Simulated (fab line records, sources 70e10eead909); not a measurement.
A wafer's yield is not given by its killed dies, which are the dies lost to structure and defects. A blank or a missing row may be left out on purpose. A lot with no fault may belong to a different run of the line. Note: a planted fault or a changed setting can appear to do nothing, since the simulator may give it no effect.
Check for tools in common / flow nand-harc / 2 lots and 4 wafers in the sample

WHY IT WAS OPENED
On 1 of the 2 lots, a flag is raised at NHARC_END_SORT_01 on the reading killed-at-periphery. Wafers without a fault read 3.6, standard deviation 2.4.
Rule: flag the lot when none of its wafers has a number, or when each of its wafers that has one lies beyond 4 standard deviations from that mean. The other lots count as sound.

lot=L478; measured=day 20 14:00; on=prober-02; killed-at-periphery, wafer by wafer=645 659 645; flag=FLAGGED
lot=L487; measured=day 22 05:56; on=prober-01; killed-at-periphery, wafer by wafer=1; flag=
Averaged over the flagged lots the numbers come to 649.7, +646.1 from the usual (+99 or more standard deviations).

TOOL THAT RAN EACH LOT
The record holds 3 process steps before the reading, out of a route of 1159 steps. In each cell: the tool, then ch and the chambers that the sampled wafers went through, then the start.
lot=L478; flag=FLAGGED; NHARC_P_GATE_DESCUM_31=rie-diel-03 ch 0,3, day 5 08:53; NHARC_P_GATE_HM_OPEN_105=rie-diel-03 ch 0,2,3, day 5 20:29 or earlier; NHARC_P_GATE_EXPOSE_43=krf-scanner-03 ch 0, day 5 20:29
lot=L487; flag=; NHARC_P_GATE_DESCUM_31=rie-diel-13 ch 0,2,3, day 7 20:24; NHARC_P_GATE_HM_OPEN_105=rie-diel-13 ch 0,1,3, day 8 09:10 or earlier; NHARC_P_GATE_EXPOSE_43=krf-scanner-03 ch 0, day 8 09:10
What these steps do:
- NHARC_P_GATE_DESCUM_31: chemistry O2, time 3 s.
- NHARC_P_GATE_HM_OPEN_105: chemistry O2/COS, target depth 360 nm.
- NHARC_P_GATE_EXPOSE_43: exposes mask P NSD, target cd 720 nm.
- NHARC_END_SORT_01

FLAGGED AGAINST TOTAL, ONE TOOL AT A TIME (gauges that did the reading follow at the end)
step=NHARC_P_GATE_DESCUM_31; tool=rie-diel-03; lots run=1; flagged=1; share of the flagged lots=all; sound lots run after its first flagged lot=0
step=NHARC_P_GATE_DESCUM_31; tool=rie-diel-13; lots run=1; flagged=0; share of the flagged lots=none; sound lots run after its first flagged lot=-
step=NHARC_P_GATE_HM_OPEN_105; tool=rie-diel-03; lots run=1; flagged=1; share of the flagged lots=all; sound lots run after its first flagged lot=0
step=NHARC_P_GATE_HM_OPEN_105; tool=rie-diel-13; lots run=1; flagged=0; share of the flagged lots=none; sound lots run after its first flagged lot=-
step=NHARC_P_GATE_EXPOSE_43; tool=krf-scanner-03; lots run=2; flagged=1; share of the flagged lots=all; sound lots run after its first flagged lot=1 (L487)
step=NHARC_END_SORT_01; tool=prober-01; lots run=1; flagged=0; share of the flagged lots=none; sound lots run after its first flagged lot=-
step=NHARC_END_SORT_01; tool=prober-02; lots run=1; flagged=1; share of the flagged lots=all; sound lots run after its first flagged lot=0
NHARC_P_GATE_HM_OPEN_105 gives no start for some lots, so the hours and the order of its lots are those of NHARC_P_GATE_EXPOSE_43.

WHAT THE TABLE ALLOWS
4 rows of the table ran every flagged lot: rie-diel-03 at NHARC_P_GATE_DESCUM_31, rie-diel-03 at NHARC_P_GATE_HM_OPEN_105, krf-scanner-03 at NHARC_P_GATE_EXPOSE_43, prober-02 at NHARC_END_SORT_01.
- rie-diel-03 at NHARC_P_GATE_DESCUM_31: 1 of its 1 lot flagged. Because this sample shows no sound lot run on it before its first flagged lot, the start cannot be pinned down more closely.
- rie-diel-03 at NHARC_P_GATE_HM_OPEN_105: 1 of its 1 lot flagged. Because this sample shows no sound lot run on it before its first flagged lot, the start cannot be pinned down more closely.
- krf-scanner-03 at NHARC_P_GATE_EXPOSE_43 ran 2 lots, 1 of them flagged. Lots that were sound ran on it after the first flagged one (L487); a persistent fault on the entire tool would not allow that.
- prober-02 at NHARC_END_SORT_01: 1 of its 1 lot flagged. Because this sample shows no sound lot run on it before its first flagged lot, the start cannot be pinned down more closely.
A lot count leaves these 2 tools indistinguishable: every one of them fits a fault beginning at some hour. More lots, or a look at what each step does to the wafer, might.

WHAT THE SIMULATOR PUT IN
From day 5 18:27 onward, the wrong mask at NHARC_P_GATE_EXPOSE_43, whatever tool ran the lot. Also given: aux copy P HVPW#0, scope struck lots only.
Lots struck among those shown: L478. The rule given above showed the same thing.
